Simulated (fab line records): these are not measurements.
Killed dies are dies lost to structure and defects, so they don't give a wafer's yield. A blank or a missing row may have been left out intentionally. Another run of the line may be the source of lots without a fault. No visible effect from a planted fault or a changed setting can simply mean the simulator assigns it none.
Chamber matching ; flow nand-harc ; pecvd-01 running NHARC_A_STAIRCASE_DEP_322: 3 sister chambers
The step deposits SiO2, target thk 3800 nm. 3 wafers are shown with their chamber, then 12 later ones without.

== WAFERS, EACH WITH ITS CHAMBER ==
wafer;chamber;heater-power-w (W)
L087.2;2;731
L087.3;0;837
L087.5;1;653

== WAFERS WHOSE CHAMBER IS MISSING ==
wafer;heater-power-w (W)
L092.1;779
L092.3;646
L092.6;632
L092.2;831
L092.4;698
L092.5;701
L096.1;814
L096.2;809
L096.4;714
L097.2;866
L097.3;767
L097.5;658

== WHICH CHAMBER EACH ONE RAN IN ==
wafer;from the rows above;in truth
L092.1;can't be placed: 2 or 0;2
L092.3;1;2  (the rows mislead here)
L092.6;1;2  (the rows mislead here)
L092.2;0;0
L092.4;can't be placed: 2 or 1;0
L092.5;can't be placed: 2 or 1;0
L096.1;0;0
L096.2;can't be placed: 0 or 2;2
L096.4;can't be placed: 2 or 1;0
L097.2;0;0
L097.3;can't be placed: 2 or 0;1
L097.5;1;1
Placed correctly: 4 of 12. Can't be placed from these rows: 6 (the true chamber is among the candidates in 2). Wrongly placed: 2.
How it was worked out, from the rows above alone: a wafer's distance from a chamber is the root of the sum, over the readings, of the square of ((its reading less the chamber's mean) divided by the reading's scatter). If the next closest chamber is less than 2 further off than the closest, the wafer can't be placed; otherwise it belongs to the closest. The mean given for a chamber averages the wafers shown for that chamber. The scatter: with one shown wafer a chamber, the root of the mean of the squares of how far each hidden wafer lies from its nearest shown one.
